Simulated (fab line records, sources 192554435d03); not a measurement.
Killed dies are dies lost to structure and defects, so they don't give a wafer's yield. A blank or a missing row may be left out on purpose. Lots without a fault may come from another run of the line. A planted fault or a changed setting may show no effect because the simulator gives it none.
Split-lot experiment | flow n5_finfet | 7 lots, 21 wafers read, on a route of 1938 steps

THE SPLIT
At N5_BEOL_M3_COAT_67 (time 60 s, resist thk 60 nm), the setting spin_rpm was moved away from the recipe's 1500 rpm on 5 of the 21 wafers read, by -9.0% to +7.0%. The other wafers ran this setting at the recipe's value.

FROM THE SPLIT TO THE READING: what the file shows between them, 7 steps
- N5_BEOL_M3_COAT_68: time 60 s, resist thk 12 nm
- N5_BEOL_M3_COAT_76: time 60 s, resist thk 5 nm
- N5_BEOL_M3_ALD_98: deposits SiO2, target thk 2.5 nm, pulse time 1 s, co reactant pulse time 1 s
- N5_BEOL_M3_ETCHBACK_99: etches SiO2 in CHF3, target depth 5 nm, time 10.4 s
- N5_BEOL_M3_ETCH_70: etches SOC in N2/H2, target depth 80 nm, overetch 16 nm, time 120 s
- N5_BEOL_M3_STRIP_71: strips in N2/H2
- N5_BEOL_M3_STRIP_78: strips in N2/H2

THE READING
SOC_of_BEOL_M3_COAT_67.thk_nm (the simulator's own value, which no gauge read), in nm, at N5_BEOL_M3_VIA_ETCH_34 (etches the open film in C4F6/O2, target depth 69.4 nm, time 65.9 s). The file gives no usual value for it. The 16 wafers here that ran the recipe average 51.9 nm, standard deviation 0.28 nm.

wafer  | tool, chamber at the split | spin_rpm as run, rpm | against the recipe | SOC_of_BEOL_M3_COAT_67.thk_nm, nm | against lot-mates on the recipe
L074.1 | litho_track-01, 0          | 1395                 | -7.0%              | 54.2                              | +2.4
L074.3 | litho_track-01, 0          | 1500                 | recipe             | 51.6                              | -
L074.5 | litho_track-01, 0          | 1500                 | recipe             | 52                                | -
L077.3 | litho_track-02, 0          | 1568                 | +4.5%              | 50.6                              | -1.7
L077.4 | litho_track-02, 0          | 1500                 | recipe             | 52.6                              | -
L077.5 | litho_track-02, 0          | 1500                 | recipe             | 52                                | -
L081.3 | litho_track-02, 0          | 1500                 | recipe             | 51.8                              | -
L081.6 | litho_track-02, 0          | 1500                 | recipe             | 51.8                              | -
L081.5 | litho_track-02, 0          | 1500                 | recipe             | 52                                | -
L085.3 | litho_track-04, 0          | 1500                 | recipe             | 52                                | -
L085.4 | litho_track-04, 0          | 1500                 | recipe             | 51.6                              | -
L085.5 | litho_track-04, 0          | 1500                 | recipe             | 52.2                              | -
L089.1 | litho_track-01, 0          | 1500                 | recipe             | 52                                | -
L089.3 | litho_track-01, 0          | 1500                 | recipe             | 51.6                              | -
L089.5 | litho_track-01, 0          | 1500                 | recipe             | 51.4                              | -
L093.2 | litho_track-02, 0          | 1500                 | recipe             | 52                                | -
L093.5 | litho_track-02, 0          | 1605                 | +7.0%              | 49.8                              | -2.3
L093.6 | litho_track-02, 0          | 1500                 | recipe             | 52.2                              | -
L096.1 | litho_track-04, 0          | 1365                 | -9.0%              | 54.6                              | +2.8
L096.2 | litho_track-04, 0          | 1365                 | -9.0%              | 54.8                              | +3.0
L096.5 | litho_track-04, 0          | 1500                 | recipe             | 51.8                              | -

THE FIT
A straight line over all 21 wafers: SOC_of_BEOL_M3_COAT_67.thk_nm changes by -0.309 nm for each +1% of spin_rpm; r = -0.98; the points scatter about the line by 0.26 nm.
The same after taking each lot's own level away (the mean of its wafers on the recipe; 21 wafers): -0.331 nm for each +1%; r = -0.99; scatter 0.2 nm.
On that fit, the largest move of spin_rpm shifts the reading by 3 nm.
The lots' own levels span 51.67 to 52.30 nm, that is 2.2 times the standard deviation above.
So the lot-to-lot level changes the slope little: the two slopes agree.
Check: with one of the wafers moved furthest among these (-9.0%) left out of the fit, the line predicts +3.04 nm for it against its lot-mates. It came out at +2.8 nm against them.

OTHER SPLITS ON THESE WAFERS
These wafers also went through other splits before the reading. Each is held against what the fit with the lots' levels taken away leaves over:
other split on the same wafers | wafers away from the commonest value | r with SOC_of_BEOL_M3_COAT_67.thk_nm (lot level and that fit taken away)
N5_BEOL_M2_ILD_DEP_00 time_s   | 4                                    | -0.01
N5_BEOL_M2_EXPOSE_08 dose_mj   | 8                                    | +0.13
N5_BEOL_M3_COAT_62 spin_rpm    | 8                                    | -0.11
N5_BEOL_M3_COAT_05 spin_rpm    | 5                                    | +0.28

THE WHOLE CHAIN: every reading that the file lists as answering this split, in the file's order
step                   | what it does                                                        | reading                                                                        | change (the file's fit)               | r (the file's)
N5_BEOL_M3_COAT_67     | time 60 s, resist thk 60 nm                                         | SOC_of_BEOL_M3_COAT_67.thk_nm (the simulator's own value, which no gauge read) | -0.316 nm for each +1% of the setting | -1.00
N5_BEOL_M3_ETCH_70     | etches SOC in N2/H2, target depth 80 nm, overetch 16 nm, time 120 s | etch.depth_nm (the simulator's own value, which no gauge read)                 | -0.319 nm for each +1% of the setting | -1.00
N5_BEOL_M3_VIA_ETCH_34 | etches the open film in C4F6/O2, target depth 69.4 nm, time 65.9 s  | SOC_of_BEOL_M3_COAT_67.thk_nm (the simulator's own value, which no gauge read) | -0.334 nm for each +1% of the setting | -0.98

THE FILE'S OWN FIT
SOC_of_BEOL_M3_COAT_67.thk_nm changes by -0.334 nm for each +1% of spin_rpm, r = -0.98.
